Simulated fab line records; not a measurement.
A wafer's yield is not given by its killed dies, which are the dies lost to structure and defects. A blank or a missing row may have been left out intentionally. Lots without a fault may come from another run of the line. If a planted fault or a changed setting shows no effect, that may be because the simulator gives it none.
fab line records	flow n5-finfet
record lots=8	wafers=24	last-day=17
route steps=1938 shown BEOL_M0_SAQP@632 BEOL_M0_CUTY@712 BEOL_M0@722 BEOL_M4@1111 PASSIVATION@1936
lots with no fault: from the same line, run without faults
start-h: hours from the record's opening day to when the first of the lot's shown wafers began	wait-h: hours since the lot's step before	" as in the row above	L1.1+2: several wafers, shown together as one row	- no value, or no start given	* or withheld: withheld	< > ~ a bound
route shown NAME@n: NAME is a module with steps in the file, n the number in the route of the first one	usual: mean and standard deviation over wafers with no fault	same: alike in all rows	chamber/n: place in a boat	sites: per-site readings	_std_site: how widely they spread, as a standard deviation	_edge_site: inner sites' mean taken away from outer sites' mean	radius-mm: for every site, how far away it sits from the centre of the wafer	mask NAME#n: copy n	behind: the last tool/chamber to shape the wafer	hold: reason for holding the lot/hours on hold/outcome of the hold	device: whichever transistor did not switch (one of n, p or np)	end of line: tests of these same wafers at the route's end	a step given without rows: its recipe and nothing more	killed: the dies lost at the first sort to structure and to defects; this is not the yield of the wafer	map: a wafer's dies, marking killed ones x, the rest . and places with no die _
set.NAME: setting as actually run; set.NAME@STEP: the setting as run at that earlier step	model.NAME: the simulator's own value behind a step, which no gauge read
the route's steps for a sample of lots (tables are steps, rows are wafers)
services: a tool's chamber out of use, with start hour (start-h, from the record's first day; less than 0 if before it), hours out, and reason
## steps
# step N5_BEOL_M0_SAQP_PECVD_00
# recipe material=SiCN	target-thk-a=80	temp-c=withheld	precursor=3MS/NH3	pressure-torr=3	rf-w=202	time-s=14
# usual chamber-pressure-Torr=2.999/0.0068	showerhead-plenum-p-Torr=3.664/0.016	throttle-valve-pct=9.2/0.36
lot.wafer	tool	chamber	start-h	wait-h	chamber-pressure-Torr	showerhead-plenum-p-Torr	throttle-valve-pct
L317.1	pecvd-03	1	136.33	0.2	3.002	3.681	9.3
L317.3	"	0	"	"	3.002	3.633	9.4
L317.5	"	0	"	"	3.002	3.631	9.5
L319.1	pecvd-03	0	151.45	0.2	2.998	3.647	9.4
L319.2	"	1	"	"	3.000	3.680	9.3
L319.3	"	2	"	"	2.994	3.651	9.0
L320.1	pecvd-02	0	157.25	0.2	2.995	3.687	8.8
L320.2	"	2	"	"	2.992	3.673	8.6
L320.6	"	2	"	"	3.003	3.672	9.0
L329.2	pecvd-03	0	207.28	0.2	2.991	3.646	9.5
L329.3	"	1	"	"	2.992	3.681	9.3
L329.4	"	1	"	"	2.989	3.675	9.6
L330.1	pecvd-03	0	215.56	0.2	3.009	3.642	9.7
L330.2	"	2	"	"	3.002	3.662	9.4
L330.5	"	0	"	"	2.995	3.643	9.4
L332.2	pecvd-03	0	225.48	0.2	2.998	3.644	9.1
L332.5	"	0	"	"	3.004	3.639	9.6
L332.6	"	1	"	"	2.996	3.677	9.6
L333.1	pecvd-03	0	228.88	0.2	3.000	3.640	9.6
L333.3	"	2	"	"	2.986	3.654	9.4
L333.4	"	2	"	"	2.996	3.657	9.3
L334.1	pecvd-03	0	239.30	0.2	2.996	3.655	9.3
L334.2	"	1	"	"	2.997	3.677	9.4
L334.3	"	2	"	"	3.009	3.652	9.4
# step N5_BEOL_M0_CUTY_ETCH_62
# recipe chemistry=CF4	target=SiARC	mask-material=CAR-ArF-block	time-s=58.5	ion-energy-ev=80	pressure-mtorr=40	source-w=545	bias-w=36	Ar_flow_sccm=100	cf4-flow-sccm=100	ends=cleared
# usual drypump-motor-current-A=5.6/0.43	etch-rf-on-time-s=58.5/0.95	oes-product-au=0.65/0.054	rf-vpp-V=184.4/1.2	showerhead-plenum-p-Torr=2.17/0.058	throttle-valve-pct=15.56/0.17
lot.wafer	tool	chamber	start-h	wait-h	drypump-motor-current-A	etch-rf-on-time-s	oes-product-au	rf-hours-counter-h	rf-vpp-V	showerhead-plenum-p-Torr	throttle-valve-pct
L317.1	rie-diel-01	2	144.00	0.0	4.8	59.1	0.63	165	182.2	2.05	15.70
L317.3	"	1	"	"	5.0	57.0	0.61	224	185.8	2.20	15.62
L317.5	"	1	"	"	5.0	56.9	0.62	-	184.3	2.20	15.63
L319.1	rie-diel-04	2	158.00	0.0	6.1	59.4	0.60	233	185.6	2.11	15.57
L319.2	"	1	"	"	6.0	58.7	0.73	36	184.9	2.17	15.62
L319.3	"	0	"	"	6.1	60.6	0.63	164	185.3	2.13	15.84
L320.1	rie-diel-04	2	164.34	0.0	6.1	59.2	0.59	235	185.3	2.11	15.58
L320.2	"	3	"	"	5.9	58.6	0.62	202	184.2	2.20	15.63
L320.6	"	2	"	"	6.1	58.3	0.60	-	182.1	2.11	15.57
L329.2	rie-diel-03	2	214.71	0.0	5.2	57.1	0.65	180	181.8	2.14	15.51
L329.3	"	1	"	"	5.4	59.7	0.64	152	182.3	2.14	15.41
L329.4	"	3	"	"	5.9	56.5	0.83	1	184.8	2.20	15.28
L330.1	rie-diel-04	3	222.45	0.0	5.9	58.6	0.60	225	184.6	2.19	15.65
L330.2	"	1	"	"	6.0	57.8	0.71	57	184.7	2.17	15.66
L330.5	"	3	"	"	5.9	58.6	0.61	-	183.2	2.20	15.65
L332.2	rie-diel-04	2	235.75	0.0	6.0	57.9	0.84	1	183.5	2.11	15.12
L332.5	"	2	"	"	6.0	58.2	0.82	-	183.7	2.11	15.13
L332.6	"	3	"	"	5.9	58.9	0.60	-	184.3	2.19	15.64
L333.1	rie-diel-01	3	236.64	0.0	6.1	57.1	0.71	54	183.3	2.27	15.49
L333.3	"	0	"	"	5.8	58.9	0.62	185	183.7	2.13	15.54
L333.4	"	2	"	"	4.8	58.7	0.60	-	182.9	2.04	15.77
L334.1	rie-diel-01	3	246.75	0.0	6.1	58.0	0.71	59	184.4	2.27	15.49
L334.2	"	0	"	"	5.8	59.1	0.62	190	184.3	2.12	15.56
L334.3	"	2	"	"	4.8	58.8	0.59	208	181.7	2.04	15.78
# step N5_BEOL_M0_STRIP_142
# recipe chemistry=N2/H2	time-s=10	power-w=450	temp-c=40	pressure-mtorr=20	rf-frequency-hz=6e+07	bias-power-w=7	n2-flow-sccm=200	h2-flow-sccm=200
# usual drypump-motor-current-A=5.7/0.45	oes-product-au=0.76/0.069	rf-vpp-V=59.3/0.82	showerhead-plenum-p-Torr=2.56/0.07	throttle-valve-pct=23.50/0.27
lot.wafer	tool	chamber	start-h	wait-h	drypump-motor-current-A	oes-product-au	rf-hours-counter-h	rf-vpp-V	showerhead-plenum-p-Torr	throttle-valve-pct
L317.1	rie-diel-01	0	144.65	0.0	5.8	0.79	146	58.7	2.53	23.46
L317.3	"	1	"	"	5.1	0.69	225	59.4	2.63	23.64
L317.5	"	3	"	"	6.2	0.86	-	59.8	2.69	23.16
L319.1	rie-diel-01	2	161.89	0.0	4.8	0.72	173	59.3	2.43	23.89
L319.2	"	3	"	"	6.2	0.84	37	60.0	2.68	23.13
L319.3	"	0	"	"	5.9	0.77	154	59.8	2.53	23.45
L320.1	rie-diel-04	3	167.52	0.0	5.9	0.72	203	59.4	2.61	23.43
L320.2	"	0	"	"	6.1	0.74	167	59.7	2.53	23.86
L320.6	"	2	"	"	6.0	0.69	-	59.3	2.50	23.25
L329.2	rie-diel-04	1	215.64	0.0	6.0	0.83	54	59.4	2.59	23.70
L329.3	"	3	"	"	5.9	0.71	222	60.3	2.60	23.44
L329.4	"	1	"	"	6.0	0.84	-	59.7	2.59	23.70
L330.1	rie-diel-01	2	223.97	0.0	4.8	0.71	195	59.8	2.42	23.93
L330.2	"	1	"	"	5.1	0.68	256	58.9	2.61	23.67
L330.5	"	0	"	"	5.9	0.76	-	60.1	2.52	23.47
L332.2	rie-diel-04	1	236.43	0.0	6.0	0.83	63	59.4	2.58	23.72
L332.5	"	0	"	"	6.1	0.73	-	60.5	2.52	23.89
L332.6	"	1	"	"	6.0	0.83	-	59.3	2.58	23.74
L333.1	rie-diel-04	3	237.52	0.0	5.9	0.70	232	60.6	2.60	23.44
L333.3	"	2	"	"	6.1	0.98	2	59.4	2.49	22.95
L333.4	"	0	"	"	6.1	0.73	194	58.3	2.52	23.89
L334.1	rie-diel-01	2	252.03	0.0	4.8	0.71	210	57.9	2.42	23.93
L334.2	"	0	"	"	5.9	0.74	192	60.2	2.51	23.50
L334.3	"	3	"	"	6.2	0.82	62	58.9	2.67	23.18
# step N5_BEOL_M0_ETCH_109
# recipe chemistry=CH3F/O2	target-depth-a=80	overetch-a=24	target=SiCN	time-s=27.4	ion-energy-ev=120	pressure-mtorr=30	source-w=395	bias-w=75	Ar_flow_sccm=150	CH3F_flow_sccm=30	O2_flow_sccm=20
# usual drypump-motor-current-A=5.6/0.43	oes-product-au=0.66/0.058	rf-vpp-V=297.9/1.4	showerhead-plenum-p-Torr=2.03/0.057	throttle-valve-pct=16.26/0.17
lot.wafer	tool	chamber	start-h	wait-h	drypump-motor-current-A	oes-product-au	rf-hours-counter-h	rf-vpp-V	showerhead-plenum-p-Torr	throttle-valve-pct
L317.1	rie-diel-01	0	144.85	0.0	5.8	0.43	147	299.4	2.00	16.18
L317.3	"	1	"	"	5.1	0.60	225	297.6	2.07	16.36
L317.5	"	2	"	"	4.8	0.63	-	296.4	1.92	16.41
L319.1	rie-diel-01	1	162.18	0.1	5.1	0.40	233	299.6	2.07	16.36
L319.2	"	0	"	"	5.8	0.66	154	295.8	2.00	16.20
L319.3	"	3	"	"	6.2	0.74	38	301.6	2.13	16.17
L320.1	rie-diel-04	3	167.71	0.0	5.9	0.62	203	297.0	2.07	16.34
L320.2	"	0	"	"	6.0	0.65	167	297.8	1.99	16.54
L320.6	"	0	"	"	6.1	0.65	-	296.6	1.99	16.54
L329.2	rie-diel-01	2	215.87	0.1	4.8	0.61	193	295.1	1.91	16.46
L329.3	"	1	"	"	5.1	0.60	253	299.5	2.06	16.41
L329.4	"	1	"	"	5.1	0.59	-	296.9	2.06	16.42
L330.1	rie-diel-03	3	224.16	0.0	5.9	0.81	5	297.8	2.06	15.98
L330.2	"	2	"	"	5.2	0.65	183	297.1	1.99	16.20
L330.5	"	1	"	"	5.4	0.66	-	296.6	1.99	16.09
L332.2	rie-diel-03	0	236.64	0.0	5.3	0.65	123	299.9	2.09	16.12
L332.5	"	2	"	"	5.2	0.64	-	295.9	1.99	16.19
L332.6	"	3	"	"	5.9	0.80	-	298.5	2.06	16.01
L333.1	rie-diel-04	0	237.71	0.0	6.0	0.62	194	298.3	1.98	16.58
L333.3	"	2	"	"	6.1	0.81	2	296.7	1.97	15.85
L333.4	"	3	"	"	5.9	0.60	232	298.7	2.06	16.40
L334.1	rie-diel-03	0	252.23	0.0	5.3	0.65	128	299.5	2.09	16.11
L334.2	"	3	"	"	5.9	0.78	14	297.8	2.05	15.98
L334.3	"	2	"	"	5.2	0.63	192	296.0	1.98	16.20
# step N5_BEOL_M0_DEGAS_112
# recipe ambient=vacuum	temp-c=250	time-s=60
# usual heater-power-w=337/33
lot.wafer	tool	chamber	start-h	wait-h	heater-power-w
L317.1	pvd-sputter-03	-	145.10	0.1	358
L317.3	"	-	"	"	397
L317.5	"	-	"	"	400
L319.1	pvd-sputter-01	-	162.92	0.6	361
L319.2	"	-	"	"	294
L319.3	"	-	"	"	337
L320.1	pvd-sputter-02	-	168.26	0.4	312
L320.2	"	-	"	"	360
L320.6	"	-	"	"	333
L329.2	pvd-sputter-01	-	216.99	1.0	337
L329.3	"	-	"	"	303
L329.4	"	-	"	"	291
L330.1	pvd-sputter-01	-	224.78	0.5	302
L330.2	"	-	"	"	289
L330.5	"	-	"	"	297
L332.2	pvd-sputter-02	-	237.38	0.6	319
L332.5	"	-	"	"	316
L332.6	"	-	"	"	312
L333.1	pvd-sputter-02	-	237.92	0.0	309
L333.3	"	-	"	"	339
L333.4	"	-	"	"	311
L334.1	pvd-sputter-01	-	252.99	0.6	297
L334.2	"	-	"	"	369
L334.3	"	-	"	"	300
# step N5_BEOL_M0_RS_MEAS_126
# recipe thk-meas-gauge=four-point-probe	reads=Co_of_BEOL_M0_CO_CAP_123+Cu_of_BEOL_M0_ECD_118+Co_of_BEOL_M0_CVD_115+TaN_of_BEOL_M0_ALD_136
# usual M0_RS=0.537/0.021
lot.wafer	tool	chamber	start-h	wait-h	M0_RS[ohm/sq]
L317.1	film-metro-01	-	147.38	0.1	0.632
L317.3	"	-	"	"	0.529
L317.5	"	-	"	"	0.538
L319.1	film-metro-02	-	164.93	0.0	0.670
L319.2	"	-	"	"	0.544
L319.3	"	-	"	"	0.559
L320.1	film-metro-01	-	170.61	0.1	0.539
L320.2	"	-	"	"	0.551
L320.6	"	-	"	"	0.533
L329.2	film-metro-01	-	219.56	0.1	0.557
L329.3	"	-	"	"	0.557
L329.4	"	-	"	"	0.528
L330.1	film-metro-01	-	226.83	0.1	0.532
L330.2	"	-	"	"	0.534
L330.5	"	-	"	"	0.566
L332.2	film-metro-02	-	239.42	0.1	0.556
L332.5	"	-	"	"	0.505
L332.6	"	-	"	"	0.562
L333.1	film-metro-02	-	240.28	0.0	0.517
L333.3	"	-	"	"	0.557
L333.4	"	-	"	"	0.534
L334.1	film-metro-02	-	258.09	0.0	0.556
L334.2	"	-	"	"	0.607
L334.3	"	-	"	"	0.536
# step N5_BEOL_M4_RC_MEAS_101
# usual DIBL_N=36.2/1.7	DIBL_P=36.2/2.2	IOFF_N=0.16/0.035	IOFF_P=0.21/0.042	ION_N=673/13	ION_P=462/7.9	SS_N=71.4/0.59	SS_P=73.2/0.7	VT_N=250/3.6	VT_P=-251/3.5
lot.wafer	tool	chamber	start-h	wait-h	DIBL_N[mV/V]	DIBL_P[mV/V]	IOFF_N[nA/um]	IOFF_P[nA/um]	ION_N[uA/um]	ION_P[uA/um]	SS_N[mV/dec]	SS_P[mV/dec]	VT_N[mV]	VT_P[mV]
L317.1	prober-01	0	188.64	0.0	39.8	40.7	0.25	0.32	705	485	72.4	74.7	240	-245
L317.3	"	0	"	"	39.8	39.1	0.22	0.28	680	468	71.3	74.4	246	-248
L317.5	"	0	"	"	41.5	41.8	0.28	0.36	688	478	72.1	74.7	243	-243
L319.1	prober-02	0	211.46	0.0	37.3	37.1	0.18	0.24	676	468	71.6	72.4	249	-248
L319.2	"	0	"	"	37.1	38.6	0.19	0.27	691	477	71.7	73.7	246	-247
L319.3	"	0	"	"	36.5	36.5	0.16	0.22	682	463	71.3	72.6	250	-250
L320.1	prober-01	0	218.85	0.0	35.0	34.7	0.13	0.21	654	466	71.3	72.4	254	-251
L320.2	"	0	"	"	37.7	37.1	0.17	0.25	668	464	71.3	73.0	250	-247
L320.6	"	0	"	"	35.9	35.6	0.14	0.24	655	464	70.4	72.9	252	-247
L329.2	prober-02	0	277.09	0.2	36.2	35.5	0.16	0.21	670	465	71.2	73.1	251	-249
L329.3	"	0	"	"	35.4	35.1	0.16	0.21	677	468	71.6	73.0	249	-249
L329.4	"	0	"	"	36.9	37.5	0.17	0.24	676	462	72.2	73.1	249	-249
L330.1	prober-02	0	281.11	0.0	32.5	32.9	0.10	0.15	654	455	71.2	72.3	256	-254
L330.2	"	0	"	"	32.4	31.6	0.10	0.14	648	446	70.5	72.4	256	-255
L330.5	"	0	"	"	32.2	30.7	0.09	0.13	648	446	70.4	72.3	258	-258
L332.2	prober-02	0	284.14	0.2	36.3	37.8	0.16	0.21	675	458	70.9	73.4	251	-251
L332.5	"	0	"	"	35.5	35.8	0.14	0.19	671	461	70.7	73.3	252	-251
L332.6	"	0	"	"	34.4	34.4	0.12	0.16	667	454	71.0	73.1	253	-254
L333.1	prober-01	0	302.20	0.0	37.8	37.2	0.16	0.25	669	459	71.8	73.6	247	-247
L333.3	"	0	"	"	36.2	34.0	0.12	0.19	673	462	71.5	72.6	255	-251
L333.4	"	0	"	"	37.1	34.9	0.15	0.21	675	470	70.9	72.3	249	-249
L334.1	prober-02	0	303.62	0.0	37.0	36.1	0.16	0.21	668	459	71.3	72.9	251	-250
L334.2	"	0	"	"	34.4	33.8	0.12	0.17	666	457	71.0	71.9	255	-253
L334.3	"	0	"	"	37.7	37.8	0.18	0.24	678	459	71.8	73.3	247	-249
# step N5_PASSIVATION_PROBE_49
# usual defect-limited-yield=91.4/1.4	killed_at_M0_to_M3=31/10	killed_at_M4_up=14/5.6	killed-at-contacts=13/6.3	killed-at-front-end=39/10	killed-at-other=4/3.1	killed-dies=101/16	killed-open=65/13	killed-short=34/7.2	sort_bin_4_leakage=0.00/0.007	sort_bin_5_function=5.1/0.88	sort_bin_6_memory=3.2/0.66	sort_bin_8_speed=0.00/0.007	sort-n-pass=1079/16	sort-yield-pct=91.4/1.4
# same gross-dies=1180	killed-at-back-side=0
lot.wafer	tool	chamber	start-h	wait-h	defect-limited-yield[%]	killed_at_M0_to_M3	killed_at_M4_up	killed-at-contacts	killed-at-front-end	killed-at-other	killed-dies	killed-open	killed-short	sort_bin_4_leakage[%]	sort_bin_5_function[%]	sort_bin_6_memory[%]	sort_bin_8_speed[%]	sort-n-pass	sort-yield-pct[%]
L317.1	prober-02	-	294.41	0.0	90.0	34	17	15	47	5	118	81	34	0	5.7	3.7	0	1062	90.0
L317.3	prober-02	-	294.51	0.1	89.6	39	14	24	36	10	123	78	42	0	5.4	4.6	0	1057	89.6
L317.5	prober-02	-	294.61	0.2	90.8	47	9	20	26	7	109	81	28	0.08	5.3	3.6	0	1070	90.7
L319.1	prober-01	-	316.07	0.0	90.8	45	9	22	29	3	108	71	37	0	5.6	3.1	0	1072	90.8
L319.2	prober-01	-	316.12	0.1	91.6	37	10	14	34	4	99	63	35	0	5.1	3.1	0	1081	91.6
L319.3	prober-01	-	316.17	0.1	93.1	31	3	5	37	5	81	46	35	0	4.2	2.6	0	1099	93.1
L320.1	prober-02	-	325.07	0.0	91.8	43	8	7	38	1	97	57	40	0	5.0	3.0	0	1083	91.8
L320.2	prober-02	-	325.12	0.1	90.7	37	13	8	50	2	110	64	45	0	5.0	3.3	0	1070	90.7
L320.6	prober-02	-	325.32	0.3	91.4	22	11	7	48	13	101	55	44	0	5.3	2.6	0	1079	91.4
L329.2	prober-02	-	388.07	0.1	90.3	36	8	14	44	13	115	80	35	0	5.6	3.8	0	1065	90.3
L329.3	prober-02	-	388.12	0.1	90.9	40	9	18	37	3	107	68	38	0	5.5	3.6	0	1073	90.9
L329.4	prober-02	-	388.17	0.2	89.5	35	12	27	45	5	124	80	43	0	6.2	3.8	0	1056	89.5
L332.2	prober-01	-	391.34	0.1	92.2	33	13	7	36	3	92	52	38	0	4.7	2.8	0	1088	92.2
L332.5	prober-01	-	391.49	0.2	91.8	40	17	8	30	2	97	58	37	0	4.7	3.0	0	1083	91.8
L332.6	prober-01	-	391.54	0.3	92.4	36	7	5	41	1	90	56	32	0	4.9	2.3	0	1090	92.4
L330.1	prober-02	-	391.78	0.0	91.9	37	17	2	36	4	96	66	27	0	5.3	2.5	0	1084	91.9
L330.2	prober-02	-	391.83	0.1	91.7	22	9	8	55	4	98	61	37	0	5.2	3.0	0	1082	91.7
L330.5	prober-02	-	391.98	0.2	94.5	29	8	8	19	1	65	41	23	0	3.0	2.3	0.08	1114	94.4
L333.1	prober-02	-	405.17	0.0	92.3	29	13	19	29	1	91	47	42	0	4.7	2.9	0	1089	92.3
L333.3	prober-02	-	405.27	0.1	92.3	28	12	10	36	5	91	56	30	0	4.2	2.6	0	1089	92.3
L333.4	prober-02	-	405.32	0.2	91.0	31	20	8	41	6	106	64	39	0	5.8	2.7	0	1074	91.0
L334.1	prober-01	-	412.57	0.0	93.1	10	11	11	46	4	82	54	25	0	4.1	2.6	0	1098	93.1
L334.2	prober-01	-	412.62	0.1	91.8	18	13	24	35	7	97	68	27	0	5.2	2.9	0	1083	91.8
L334.3	prober-01	-	412.67	0.1	89.2	21	23	21	54	8	127	89	37	0	5.8	4.8	0	1053	89.2
# killed by level:class
L317.1 BEOL_M3:geometric-particle:open=14 MOL_CONTACT_COAG:geometric-particle:open=10 FIN_SAQP:geometric-particle:open=8 BEOL_M5:geometric-particle:open=8 FIN_SAQP:geometric-particle:short=7 STI_FIN_REVEAL:geometric-particle:open=7 BEOL_M0_SAQP:geometric-particle:short=7 DUMMY_GATE:geometric-particle:open=6
L317.3 MOL_CONTACT_COAG:geometric-particle:open=17 BEOL_M0_SAQP:geometric-particle:open=10 GATE_CUT:geometric-particle:short=8 BEOL_M3:geometric-particle:open=8 FIN_SAQP:geometric-particle:open=7 MOL_CONTACT_COAG:geometric-particle:short=7 BEOL_M1:geometric-particle:open=7 BEOL_M0_SAQP:geometric-particle:short=5
L317.5 MOL_CONTACT_COAG:geometric-particle:open=18 BEOL_M3:geometric-particle:open=15 BEOL_M0_SAQP:geometric-particle:open=13 BEOL_M0_SAQP:geometric-particle:short=9 STI_FIN_REVEAL:geometric-particle:open=6 DUMMY_GATE:geometric-particle:open=5 BEOL_M1:geometric-particle:open=4 BEOL_M2:geometric-particle:open=3
L319.1 MOL_CONTACT_COAG:geometric-particle:open=16 BEOL_M1:geometric-particle:open=10 BEOL_M0_SAQP:geometric-particle:short=8 BEOL_M3:geometric-particle:open=8 STI_FIN_REVEAL:geometric-particle:open=7 BEOL_M0_SAQP:geometric-particle:open=7 MOL_CONTACT_COAG:geometric-particle:short=6 GATE_CUT:geometric-particle:short=5
L319.2 MOL_CONTACT_COAG:geometric-particle:open=14 BEOL_M0_SAQP:geometric-particle:short=10 BEOL_M0_SAQP:geometric-particle:open=7 STI_FIN_REVEAL:geometric-particle:open=6 BEOL_M3:geometric-particle:open=6 BEOL_M4:geometric-particle:open=5 FIN_SAQP:geometric-particle:open=4 FIN_SAQP:geometric-particle:short=4
L319.3 BEOL_M0_SAQP:geometric-particle:open=9 STI_FIN_REVEAL:geometric-particle:short=8 STI_FIN_REVEAL:geometric-particle:open=8 BEOL_M0_SAQP:geometric-particle:short=6 BEOL_M3:geometric-particle:open=6 GATE_CUT:geometric-particle:short=5 BEOL_M1:geometric-particle:open=5 FIN_SAQP:geometric-particle:open=3
L320.1 GATE_CUT:geometric-particle:short=12 BEOL_M2:geometric-particle:open=10 BEOL_M4:geometric-particle:open=6 GATE_CUT:geometric-particle:open=6 BEOL_M3:geometric-particle:open=6 BEOL_M0_SAQP:geometric-particle:short=5 BEOL_M0_SAQP:geometric-particle:open=5 BEOL_M0:geometric-particle:short=4
L320.2 BEOL_M2:geometric-particle:open=13 STI_FIN_REVEAL:geometric-particle:open=10 GATE_CUT:geometric-particle:short=10 BEOL_M0_SAQP:geometric-particle:open=7 FIN_SAQP:geometric-particle:short=5 FIN_SAQP:geometric-particle:open=5 BEOL_M0_SAQP:geometric-particle:short=5 MOL_CONTACT_COAG:geometric-particle:open=5
L320.6 FIN_SAQP:geometric-particle:short=9 BEOL_M0_SAQP:geometric-particle:short=9 MOL_CONTACT_COAG:geometric-particle:open=7 FIN_SAQP:geometric-particle:open=6 GATE_CUT:geometric-particle:short=6 BEOL_M0_SAQP:geometric-particle:open=6 STI_FIN_REVEAL:geometric-particle:open=5 PASS1_DEP:geometric-particle:open=5
L329.2 MOL_CONTACT_COAG:geometric-particle:open=13 FIN_SAQP:geometric-particle:short=11 FIN_SAQP:geometric-particle:open=11 BEOL_M3:geometric-particle:open=8 STI_FIN_REVEAL:geometric-particle:open=8 BEOL_M0_SAQP:geometric-particle:short=7 BEOL_M2:geometric-particle:open=6 BEOL_M1:geometric-particle:open=5
L329.3 MOL_CONTACT_COAG:geometric-particle:open=14 FIN_SAQP:geometric-particle:short=13 BEOL_M0_SAQP:geometric-particle:open=8 FIN_SAQP:geometric-particle:open=7 DUMMY_GATE:geometric-particle:open=7 BEOL_M0_SAQP:geometric-particle:short=7 BEOL_M1:geometric-particle:open=7 BEOL_M3:geometric-particle:open=5
L329.4 MOL_CONTACT_COAG:geometric-particle:open=24 FIN_SAQP:geometric-particle:open=9 FIN_SAQP:geometric-particle:short=9 STI_FIN_REVEAL:geometric-particle:open=9 BEOL_M1:geometric-particle:open=7 STI_FIN_REVEAL:geometric-particle:short=5 BEOL_M0_SAQP:geometric-particle:short=5 BEOL_M3:geometric-particle:open=5
L332.2 BEOL_M0_SAQP:geometric-particle:open=9 BEOL_M0_SAQP:geometric-particle:short=8 BEOL_M4:geometric-particle:open=6 FIN_SAQP:geometric-particle:short=5 STARTING-WAFER:geometric-particle:short=5 FIN_SAQP:geometric-particle:open=4 STI_FIN_REVEAL:geometric-particle:open=4 DUMMY_GATE:geometric-particle:open=4
L332.5 BEOL_M0_SAQP:geometric-particle:short=10 BEOL_M0_SAQP:geometric-particle:open=9 MOL_CONTACT_COAG:geometric-particle:open=8 FIN_SAQP:geometric-particle:short=7 BEOL_M2:geometric-particle:open=5 STI_FIN_REVEAL:geometric-particle:open=4 BEOL_M4:geometric-particle:open=4 BEOL_M3:geometric-particle:open=4
L332.6 BEOL_M0_SAQP:geometric-particle:open=12 FIN_SAQP:geometric-particle:short=11 FIN_SAQP:geometric-particle:open=9 STI_FIN_REVEAL:geometric-particle:open=7 BEOL_M1:geometric-particle:open=6 BEOL_M2:geometric-particle:open=5 BEOL_M2:geometric-particle:short=5 BEOL_M0_SAQP:geometric-particle:short=4
L330.1 BEOL_M4:geometric-particle:open=11 FIN_SAQP:geometric-particle:open=10 BEOL_M3:geometric-particle:open=9 BEOL_M0_SAQP:geometric-particle:short=7 BEOL_M0_SAQP:geometric-particle:open=7 FIN_SAQP:geometric-particle:short=6 STI_FIN_REVEAL:geometric-particle:open=6 BEOL_M1:geometric-particle:open=5
L330.2 FIN_SAQP:geometric-particle:open=18 FIN_SAQP:geometric-particle:short=12 STI_FIN_REVEAL:geometric-particle:open=7 MOL_CONTACT_COAG:geometric-particle:open=7 BEOL_M0_SAQP:geometric-particle:open=5 BEOL_M1:geometric-particle:open=5 BEOL_M2:geometric-particle:open=5 STARTING-WAFER:geometric-particle:short=4
L330.5 BEOL_M0_SAQP:geometric-particle:short=9 MOL_CONTACT_COAG:geometric-particle:open=8 BEOL_M2:geometric-particle:open=6 BEOL_M0_SAQP:geometric-particle:open=5 FIN_SAQP:geometric-particle:short=4 BEOL_M4:geometric-particle:short=4 BEOL_M3:geometric-particle:open=4 DUMMY_GATE:geometric-particle:short=3
L333.1 MOL_CONTACT_COAG:geometric-particle:open=13 BEOL_M0_SAQP:geometric-particle:short=9 GATE_CUT:geometric-particle:short=8 BEOL_M3:geometric-particle:open=7 MOL_CONTACT_COAG:geometric-particle:short=6 DUMMY_GATE:geometric-particle:open=5 FIN_SAQP:geometric-particle:open=4 BEOL_M6:geometric-particle:open=4
L333.3 FIN_SAQP:geometric-particle:short=12 BEOL_M0_SAQP:geometric-particle:open=10 MOL_CONTACT_COAG:geometric-particle:open=9 BEOL_M4:geometric-particle:open=6 BEOL_M1:geometric-particle:open=5 HKMG_FIN:area-etch=5 BEOL_M0_SAQP:geometric-particle:short=4 DUMMY_GATE:geometric-particle:open=3
L333.4 FIN_SAQP:geometric-particle:open=8 BEOL_M3:geometric-particle:open=8 FIN_SAQP:geometric-particle:short=7 GATE_CUT:geometric-particle:short=6 MOL_CONTACT_COAG:geometric-particle:open=6 BEOL_M2:geometric-particle:open=6 STARTING-WAFER:geometric-particle:open=6 BEOL_M3:geometric-particle:short=5
L334.1 FIN_SAQP:geometric-particle:open=12 MOL_CONTACT_COAG:geometric-particle:open=11 FIN_SAQP:geometric-particle:short=10 DUMMY_GATE:geometric-particle:open=8 BEOL_M1:geometric-particle:open=7 STI_FIN_REVEAL:geometric-particle:open=3 GATE_CUT:geometric-particle:short=3 BEOL_M8:geometric-particle:open=3
L334.2 MOL_CONTACT_COAG:geometric-particle:open=21 STI_FIN_REVEAL:geometric-particle:open=9 BEOL_M1:geometric-particle:open=7 FIN_SAQP:geometric-particle:short=6 FIN_SAQP:geometric-particle:open=5 GATE_CUT:geometric-particle:short=4 BEOL_M4:geometric-particle:short=4 DUMMY_GATE:geometric-particle:open=3
L334.3 STI_FIN_REVEAL:geometric-particle:open=20 MOL_CONTACT_COAG:geometric-particle:open=17 FIN_SAQP:geometric-particle:open=14 FIN_SAQP:geometric-particle:short=10 BEOL_M4:geometric-particle:open=7 BEOL_M1:geometric-particle:open=5 BEOL_M5:geometric-particle:open=5 BEOL_M4:geometric-particle:short=4
## services
tool	chamber	start-h	hours	kind
rie-diel-01	0	112.49	8.4	repair
rie-diel-03	-	150.21	4.3	pm
pecvd-03	0	156.29	5.5	scheduled-down
rie-diel-04	1	161.52	5.3	repair
rie-diel-03	3	180.27	-	clean
rie-diel-03	3	180.27	-	consumable-replace:focus-ring
rie-diel-03	3	180.27	28.1	scheduled-down
rie-diel-03	3	180.27	28.1	vent-cycle
pecvd-02	-	181.06	0.7	repair
rie-diel-01	3	191.98	14.3	repair
rie-diel-04	2	210.28	-	clean
rie-diel-04	2	210.28	-	consumable-replace:focus-ring
rie-diel-04	2	210.28	22.0	scheduled-down
rie-diel-04	2	210.28	22.0	vent-cycle
rie-diel-03	-	211.67	1.7	repair
pecvd-02	2	213.72	5.5	scheduled-down
## key
first-sign step=N5_BEOL_M0_ETCH_109	reading=oes-product-au	direction=down	sigmas=4.3	usual=0.66	struck=0.41
effect step=N5_BEOL_M0_RS_MEAS_126	reading=M0_RS	direction=up	sigmas=5.4	usual=0.537	struck=0.651
met-at N5_BEOL_M0_SAQP_PECVD_00
struck-lots L317,L319
struck-wafers L317.1,L319.1
not-acting-at N5_BEOL_M0_CUTY_ETCH_62,N5_BEOL_M0_STRIP_142,N5_BEOL_M0_DEGAS_112
fault kind=process-parameter-drift	tool=pecvd-03	chamber=-	onset-h=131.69	steps=N5_BEOL_M0_SAQP_PECVD_00	channel=time-s	offset=*	shape=step	end-h=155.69	scope=struck-wafers-only	acts-in=*	stated=*
